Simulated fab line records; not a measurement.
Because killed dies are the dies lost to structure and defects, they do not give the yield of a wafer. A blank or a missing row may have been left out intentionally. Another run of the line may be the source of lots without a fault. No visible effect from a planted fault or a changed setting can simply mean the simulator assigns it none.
Chamber matching / flow n5 finfet / N5_BEOL_M1_DESCUM_16 on rie diel-06: 3 sister chambers
The step chemistry O2, time 7 s. 6 wafers are shown with their chamber, then 4 later ones without.

== WAFERS WITH THEIR CHAMBER ==
wafer=L088.5; chamber=3; drypump motor current A (A)=5.2; throttle valve pct (%)=20.07
wafer=L087.1; chamber=0; drypump motor current A (A)=5.6; throttle valve pct (%)=20.48
wafer=L087.2; chamber=3; drypump motor current A (A)=5.2; throttle valve pct (%)=20.08
wafer=L087.5; chamber=2; drypump motor current A (A)=6.1; throttle valve pct (%)=20.48
wafer=L089.2; chamber=0; drypump motor current A (A)=5.5; throttle valve pct (%)=20.47
wafer=L089.3; chamber=2; drypump motor current A (A)=6.1; throttle valve pct (%)=20.48

== WAFERS WITH NO CHAMBER GIVEN ==
wafer=L089.5; drypump motor current A (A)=5.6; throttle valve pct (%)=20.47
wafer=L090.5; drypump motor current A (A)=6.1; throttle valve pct (%)=20.47
wafer=L095.1; drypump motor current A (A)=5.5; throttle valve pct (%)=20.48
wafer=L095.4; drypump motor current A (A)=5.2; throttle valve pct (%)=20.09

== THE CHAMBER EACH PASSED THROUGH ==
wafer=L089.5; from the rows above=0; in truth=0
wafer=L090.5; from the rows above=2; in truth=2
wafer=L095.1; from the rows above=0; in truth=0
wafer=L095.4; from the rows above=3; in truth=3
Correct placement for 4 of the 4. Left unplaced by these rows: 0. 0 placed wrongly.
How it was worked out, from the rows above alone: a wafer's distance from a chamber is the root of the sum, over the readings, of the square of ((its reading less the chamber's mean) divided by the reading's scatter). The wafer belongs to the nearest chamber; if the next one is less than 2 further off, it can't be placed. A chamber's mean is the mean of its shown wafers. The scatter: take each reading less its chamber's mean, square it, sum over the shown wafers, divide by the number of wafers less the number of chambers, and take the root.
